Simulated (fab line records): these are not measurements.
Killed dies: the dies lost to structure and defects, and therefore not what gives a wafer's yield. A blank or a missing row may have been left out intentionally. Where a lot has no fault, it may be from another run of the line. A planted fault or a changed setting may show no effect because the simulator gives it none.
fab line records	flow nand-harc
[record] lots = 14	wafers = 42	last-day = 24
route steps=1159 shown A_ZERO_WELL@403 A_ONON_D1@424 END@1159
lots with no fault: from the same line, run without faults
start-h: the number of hours between the record's first day and the start of the first shown wafer of the lot	wait-h: hours from the lot's prior step to this one	" identical to the entry in the row above	L1.1+2: a row that stands for several wafers	- value missing, or start not given	* or withheld: withheld	< > ~ a bound
route shown NAME@n: a module of which the file shows steps, and the number in the route of the first	usual: mean/standard deviation taken from wafers without a fault	same: alike in all rows	chamber/n: place in a boat	sites: each site's reading	_std_site: how widely they spread, as a standard deviation	_edge_site: the outer-site mean with the inner-site mean subtracted	radius-mm: for every site, how far away it sits from the centre of the wafer	mask NAME#n: copy n	behind: the tool/chamber that last shaped the wafer	hold: reason for holding the lot/hours on hold/outcome of the hold	device: the transistor (n, p or np) that didn't switch	end of line: at the end of the route, the tests of the same wafers	step lacking rows: just its recipe	killed: at the first sort, the dies lost to defects and structure; wafer yield is something else	map: dies across one wafer; x = killed, . = not, _ = none there
set.NAME: the setting that was run; set.NAME@STEP: the one run at that earlier step	model.NAME: the simulator's own value behind a step, which no gauge read
steps of the route over a sample of lots; a table a step, a row a wafer
services: a tool's chamber out of use, with start hour (start-h, from the record's first day; less than 0 if before it), hours out, and reason
[[steps]]
[step NHARC_A_ZERO_WELL_DESCUM_12]
[recipe] time-s = 3	o2-flow-sccm = 200	ar-flow-sccm = 0	bias-power-w = 0	chemistry = O2
[usual] drypump-motor-current-A = 5.8/0.51	oes-product-au = 0.993/0.012	rf-vpp-V = 57.9/0.88	showerhead-plenum-p-Torr = 1.96/0.066	throttle-valve-pct = 11.311/0.009
[same] time-s = 3
lot.wafer	tool	chamber	start-h	wait-h	drypump-motor-current-A	oes-product-au	rf-hours-counter-h	rf-vpp-V	showerhead-plenum-p-Torr	throttle-valve-pct
L920.4	rie-diel-02	0	124.16	-	5.9	1.014	16	58.0	1.83	11.320
L920.2	"	3	"	"	5.5	0.994	16	59.5	2.05	11.306
L920.6	"	1	"	"	5.0	1.011	-	56.6	1.97	11.308
L921.3	rie-diel-02	2	146.46	-	6.2	1.006	16	58.4	1.96	11.314
L921.1	"	0	"	"	5.9	1.021	19	57.3	1.83	11.304
L921.6	"	3	"	"	5.5	0.997	-	59.0	2.05	11.319
L922.2	rie-diel-11	1	146.77	-	5.8	0.993	7	57.5	1.99	11.317
L922.1	"	3	"	"	6.6	0.993	7	58.0	1.97	11.309
L922.6	"	1	"	"	5.8	0.978	-	60.2	1.99	11.306
L923.2	rie-diel-11	2	157.12	-	6.5	0.998	8	56.8	1.95	11.304
L923.4	"	0	"	"	4.9	1.007	7	59.4	2.04	11.306
L923.5	"	3	"	"	6.6	0.997	-	58.3	1.97	11.313
L924.1	rie-diel-01	2	161.20	-	6.5	1.001	2	59.3	1.95	11.293
L924.5	"	2	"	"	6.5	0.997	-	58.3	1.95	11.292
L924.6	"	3	"	"	5.4	0.974	-	58.0	1.87	11.308
L925.1	rie-diel-02	3	161.84	-	5.5	1.004	0	57.4	2.05	11.316
L925.4	"	2	"	"	6.2	0.985	0	56.8	1.96	11.293
L925.6	"	0	"	"	5.9	1.013	-	56.9	1.83	11.317
L926.2	rie-diel-01	0	166.43	-	6.0	0.985	2	58.5	1.97	11.318
L926.4	"	1	"	"	6.3	0.982	2	57.9	2.04	11.317
L926.1	"	3	"	"	5.4	0.976	1	56.5	1.87	11.305
L927.4	rie-diel-02	0	175.63	-	5.9	1.013	1	57.7	1.83	11.305
L927.2	"	1	"	"	5.0	0.988	1	58.5	1.97	11.302
L927.6	"	0	"	"	5.9	1.013	-	57.9	1.83	11.309
L930.3	rie-diel-01	3	191.32	-	5.4	0.982	4	57.0	1.86	11.322
L930.2	"	1	"	"	6.3	0.976	4	58.0	2.04	11.316
L930.5	"	2	"	"	6.5	0.988	-	57.8	1.95	11.314
L938.2	rie-diel-01	3	237.53	-	5.4	0.980	8	58.2	1.86	11.317
L938.4	"	1	"	"	6.3	0.979	7	58.6	2.04	11.308
L938.6	"	0	"	"	6.0	0.995	-	57.2	1.97	11.332
L940.2	rie-diel-02	2	256.85	-	6.2	0.985	11	58.2	1.96	11.334
L940.5	"	3	"	"	5.5	0.990	-	58.9	2.05	11.300
L940.6	"	0	"	"	5.9	1.024	-	57.4	1.83	11.299
L939.1	rie-diel-11	0	257.12	-	4.9	0.991	3	59.3	2.03	11.302
L939.2	"	2	"	"	6.5	1.001	3	56.8	1.95	11.312
L939.6	"	1	"	"	5.8	1.000	-	57.5	1.99	11.312
L941.3	rie-diel-01	0	258.92	-	6.0	0.993	9	57.8	1.97	11.311
L941.1	"	2	"	"	6.5	1.006	7	57.1	1.95	11.322
L941.6	"	0	"	"	6.0	0.992	-	57.6	1.97	11.322
L943.4	rie-diel-01	3	263.70	-	5.4	0.995	10	57.1	1.86	11.318
L943.3	"	2	"	"	6.5	0.997	8	57.3	1.95	11.314
L943.6	"	0	"	"	6.0	0.983	-	58.0	1.97	11.320
[step NHARC_A_ZERO_WELL_INSPECT_17]
[usual] raw-defect-count = 13/6.4
lot.wafer	tool	chamber	start-h	wait-h	raw-defect-count
L920.2	defect-inspect-01	-	125.52	0.2	3
L920.4	"	-	"	"	5
L920.6	"	-	"	"	8
L921.1	defect-inspect-01	-	147.81	0.2	12
L921.3	"	-	"	"	10
L921.6	"	-	"	"	14
L922.1	defect-inspect-01	-	148.19	0.2	21
L922.2	"	-	"	"	17
L922.6	"	-	"	"	24
L923.2	defect-inspect-02	-	158.53	0.1	15
L923.4	"	-	"	"	25
L923.5	"	-	"	"	24
L924.1	defect-inspect-01	-	162.51	0.2	16
L924.5	"	-	"	"	7
L924.6	"	-	"	"	7
L925.1	defect-inspect-01	-	163.15	0.2	13
L925.4	"	-	"	"	13
L925.6	"	-	"	"	28
L926.1	defect-inspect-02	-	167.73	0.2	13
L926.2	"	-	"	"	7
L926.4	"	-	"	"	14
L927.2	defect-inspect-01	-	176.93	0.1	9
L927.4	"	-	"	"	12
L927.6	"	-	"	"	11
L930.2	defect-inspect-02	-	192.62	0.1	5
L930.3	"	-	"	"	20
L930.5	"	-	"	"	14
L938.2	defect-inspect-01	-	238.86	0.1	27
L938.4	"	-	"	"	13
L938.6	"	-	"	"	18
L940.2	defect-inspect-02	-	258.13	0.1	19
L940.5	"	-	"	"	11
L940.6	"	-	"	"	11
L939.1	defect-inspect-01	-	258.42	0.2	6
L939.2	"	-	"	"	16
L939.6	"	-	"	"	7
L941.1	defect-inspect-02	-	260.41	0.2	7
L941.3	"	-	"	"	11
L941.6	"	-	"	"	9
L943.3	defect-inspect-01	-	265.01	0.1	15
L943.4	"	-	"	"	12
L943.6	"	-	"	"	10
[step NHARC_A_ONON_D1_DEP_00]
[recipe] target-thk-a = 10000	n2-flow-sccm = 2750	n2o-flow-sccm = 2000	nh3-flow-sccm = 500	sih4-flow-sccm = 210	temp-c = 400
lot.wafer	tool	chamber	start-h	wait-h
L920.2+4+6	pecvd-onon-03	0	146.58	0.1
L921.1+3+6	pecvd-onon-03	0	169.17	0.1
L922.1+2+6	pecvd-onon-04	0	169.17	0.1
L924.1+5+6	pecvd-onon-03	0	180.82	0.1
L925.1+4+6	pecvd-onon-04	0	181.12	0.3
L923.2+4+5	pecvd-onon-02	0	181.17	0.4
L926.1+2+4	pecvd-onon-02	0	191.83	0.1
L927.2+4+6	pecvd-onon-04	0	199.10	0.1
L930.2+3+5	pecvd-onon-04	0	213.22	0.1
L938.2+4+6	pecvd-onon-02	0	261.00	0.1
L939.1+2+6	pecvd-onon-02	0	279.36	0.1
L941.1+3+6	pecvd-onon-03	0	279.36	0.1
L940.2+5+6	pecvd-onon-04	0	279.44	0.1
L943.3+4+6	pecvd-onon-03	0	284.44	0.2
[step NHARC_A_ONON_D1_THK_MEAS_02]
[recipe] thk-meas-gauge = ellipsometry
[usual] thk-nm = 1001/9.3
lot.wafer	tool	chamber	start-h	wait-h	thk-nm
L920.2	film-metro-02	-	147.03	-	1005
L920.4	"	-	"	"	1007
L920.6	"	-	"	"	1003
L921.1	film-metro-01	-	169.68	-	1019
L921.3	"	-	"	"	1021
L921.6	"	-	"	"	1019
L922.1	film-metro-02	-	169.68	-	987
L922.2	"	-	"	"	990
L922.6	"	-	"	"	990
L924.1	film-metro-01	-	181.32	-	1004
L924.5	"	-	"	"	1001
L924.6	"	-	"	"	1004
L923.2	film-metro-01	-	181.63	-	987
L923.4	"	-	"	"	989
L923.5	"	-	"	"	988
L925.1	film-metro-02	-	181.63	-	1018
L925.4	"	-	"	"	1017
L925.6	"	-	"	"	1016
L926.1	film-metro-02	-	192.34	-	995
L926.2	"	-	"	"	995
L926.4	"	-	"	"	996
L927.2	film-metro-01	-	199.55	-	1002
L927.4	"	-	"	"	1001
L927.6	"	-	"	"	1002
L930.2	film-metro-01	-	213.68	-	1002
L930.3	"	-	"	"	1001
L930.5	"	-	"	"	1000
L938.2	film-metro-01	-	261.45	-	1618
L938.4	"	-	"	"	1619
L938.6	"	-	"	"	1618
L939.1	film-metro-01	-	279.87	-	1626
L939.2	"	-	"	"	1625
L939.6	"	-	"	"	1625
L941.1	film-metro-02	-	279.87	-	1007
L941.3	"	-	"	"	1007
L941.6	"	-	"	"	1007
L940.2	film-metro-01	-	279.89	-	1008
L940.5	"	-	"	"	1009
L940.6	"	-	"	"	1009
L943.3	film-metro-02	-	284.86	-	984
L943.4	"	-	"	"	985
L943.6	"	-	"	"	987
[step NHARC_END_SORT_01]
[recipe] temp-c = 25
[usual] killed-at-array = 25/7.8	killed-at-other = 0.6/0.81	killed-at-periphery = 3.3/2.2	killed-dies = 29/8.2	killed-open = 3.5/1.9	killed-short = 1.8/1.3
[same] gross-dies = 677
lot.wafer	tool	chamber	start-h	wait-h	killed-at-array	killed-at-other	killed-at-periphery	killed-dies	killed-open	killed-short
L923.2	prober-01	0	455.73	2.8	17	0	5	22	3	2
L923.4	prober-01	0	457.31	3.4	27	0	3	30	5	1
L923.5	prober-01	0	458.10	3.7	26	0	1	27	4	2
L938.2	prober-02	0	541.27	2.9	674	1	2	677	4	1
L938.4	prober-02	0	542.90	3.5	675	0	2	677	3	1
L938.6	prober-02	0	544.53	4.1	676	0	1	677	3	2
L939.1	prober-01	0	566.68	2.5	676	0	1	677	1	1
L939.2	prober-01	0	567.48	2.8	672	1	4	677	9	6
L939.6	prober-01	0	570.67	4.0	671	0	6	677	7	2
// killed by level:class
L923.2 A_SLIT:chamber-film-flake=7 A_CHANNEL_HOLE_D1:chamber-film-flake=3 A_CONTACT:chamber-film-flake=3 P_GATE:geometric-particle:open=1 P_M0:geometric-particle:open=1 P_M0:geometric-particle:short=1 A_CHANNEL_HOLE_D1:geometric-particle:short=1 A_CHANNEL_FILL_D1:geometric-particle:open=1
L923.4 A_SLIT:chamber-film-flake=8 A_WL_FILL:chamber-film-flake=4 A_STAIRCASE:chamber-film-flake=4 A_CONTACT:chamber-film-flake=3 A_ONON_D1:geometric-particle:open=2 P_STI:chamber-film-flake=2 A_SGD_CUT:geometric-particle:short=1 A_CONTACT:geometric-particle:open=1
L923.5 A_SLIT:chamber-film-flake=7 A_CONTACT:chamber-film-flake=5 A_STAIRCASE:chamber-film-flake=3 A_WL_FILL:chamber-film-flake=3 A_CHANNEL_FILL_D1:geometric-particle:open=2 A_CHANNEL_HOLE_D1:chamber-film-flake=2 A_ONON_D1:geometric-particle:open=1 A_ONON_D1:geometric-particle:short=1
L938.2 A_ONON_D1:area-dep=653 A_CHANNEL_HOLE_D1:chamber-film-flake=11 A_ZERO_WELL:chamber-film-flake=2 A_STAIRCASE:chamber-film-flake=2 P_M0:geometric-particle:open=1 A_SOURCE_PLATE:geometric-particle:open=1 A_ONON_D1:geometric-particle:short=1 A_WL_FILL:geometric-particle:open=1
L938.4 A_ONON_D1:area-dep=653 A_CHANNEL_HOLE_D1:chamber-film-flake=18 A_ZERO_WELL:chamber-film-flake=2 P_GATE:geometric-particle:open=1 P_CONTACT:geometric-particle:open=1 A_CHANNEL_HOLE_D1:geometric-particle:short=1 A_SGD_CUT:geometric-particle:open=1
L938.6 A_ONON_D1:area-dep=653 A_CHANNEL_HOLE_D1:chamber-film-flake=14 A_CONTACT:chamber-film-flake=3 P_GATE:geometric-particle:open=1 A_CHANNEL_FILL_D1:geometric-particle:open=1 A_SGD_CUT:geometric-particle:short=1 A_WL_FILL:geometric-particle:short=1 A_CONTACT:geometric-particle:open=1
L939.1 A_ONON_D1:area-dep=655 A_CHANNEL_HOLE_D1:chamber-film-flake=14 A_CONTACT:chamber-film-flake=4 A_CHANNEL_FILL_D1:geometric-particle:short=1 A_CHANNEL_FILL_D1:geometric-particle:open=1 P_ZERO_WELL:chamber-film-flake=1 A_STAIRCASE:chamber-film-flake=1
L939.2 A_ONON_D1:area-dep=641 A_CHANNEL_HOLE_D1:chamber-film-flake=16 P_M0:geometric-particle:open=2 A_ONON_D1:geometric-particle:short=2 A_CHANNEL_FILL_D1:geometric-particle:open=2 A_STAIRCASE:chamber-film-flake=2 A_CONTACT:chamber-film-flake=2 P_CONTACT:geometric-particle:open=1
L939.6 A_ONON_D1:area-dep=651 A_CHANNEL_HOLE_D1:chamber-film-flake=12 P_CONTACT:geometric-particle:open=2 P_GATE:chamber-film-flake=2 P_GATE:geometric-particle:open=1 P_CONTACT:geometric-particle:short=1 A_SOURCE_PLATE:geometric-particle:open=1 A_ONON_D1:geometric-particle:short=1
[[services]]
tool	chamber	start-h	hours	kind
rie-diel-11	-	101.03	0.3	repair
rie-diel-01	1	110.75	12.5	repair
pecvd-onon-02	-	111.00	13.0	pm
rie-diel-01	0	116.96	-	clean
rie-diel-01	2	116.96	-	clean
rie-diel-01	3	116.96	-	clean
rie-diel-01	1	125.64	6.7	repair
rie-diel-11	2	128.29	6.4	repair
rie-diel-01	3	129.13	5.4	repair
rie-diel-01	-	137.80	9.0	pm
rie-diel-01	0	137.80	10.1	vent-cycle
rie-diel-02	-	150.70	9.0	pm
pecvd-onon-03	-	153.07	13.0	pm
rie-diel-11	-	175.26	3.2	repair
rie-diel-11	-	189.50	9.0	pm
rie-diel-01	2	192.85	8.1	repair
rie-diel-01	0	215.42	8.1	repair
rie-diel-11	0	234.01	1.6	repair
rie-diel-11	2	234.91	3.7	repair
pecvd-onon-04	-	237.00	13.0	pm
rie-diel-11	2	238.75	4.2	repair
rie-diel-11	0	273.62	3.9	repair
rie-diel-02	2	277.86	7.2	repair
rie-diel-01	3	283.11	7.3	repair
[[key]]
[first-sign] step = NHARC_A_ONON_D1_THK_MEAS_02	reading = thk-nm	direction = up	sigmas = 67	usual = 1001	struck = 1622
[effect] step = NHARC_END_SORT_01	reading = killed-at-array	direction = up	sigmas = 83	usual = 25	struck = 674
[more-kills-born-at] NHARC_A_ONON_D1_DEP_00@pecvd-onon-02 = 3906
met-at NHARC_A_ONON_D1_DEP_00
struck-lots L938,L939
struck-wafers L938.2,L938.4,L938.6,L939.1,L939.2,L939.6
later-rows-left-out L938.2,L938.4,L938.6,L939.1,L939.2,L939.6
tester-left-out L938,L939
not-acting-at NHARC_A_ZERO_WELL_DESCUM_12,NHARC_A_ZERO_WELL_INSPECT_17
onset-between 191.83 261.00
[fault] kind = process-parameter-drift	tool = pecvd-onon-02	chamber = 0	onset-h = 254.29	steps = NHARC_A_ONON_D1_DEP_00	channel = target-thk-a	offset = *	shape = step	end-h = 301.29	acts-in = *	stated = *
// tester-left-out: of these lots the tester's yield and bins aren't shown, on N5 and GAA mostly nor the transistor test; their killed dies are dies lost to structure and defects alone, not to doping, threshold or leakage, so they don't give the yield
// later-rows-left-out: the simulator's readings of these wafers behind a module that went badly wrong aren't trusted and aren't shown, but for the sort
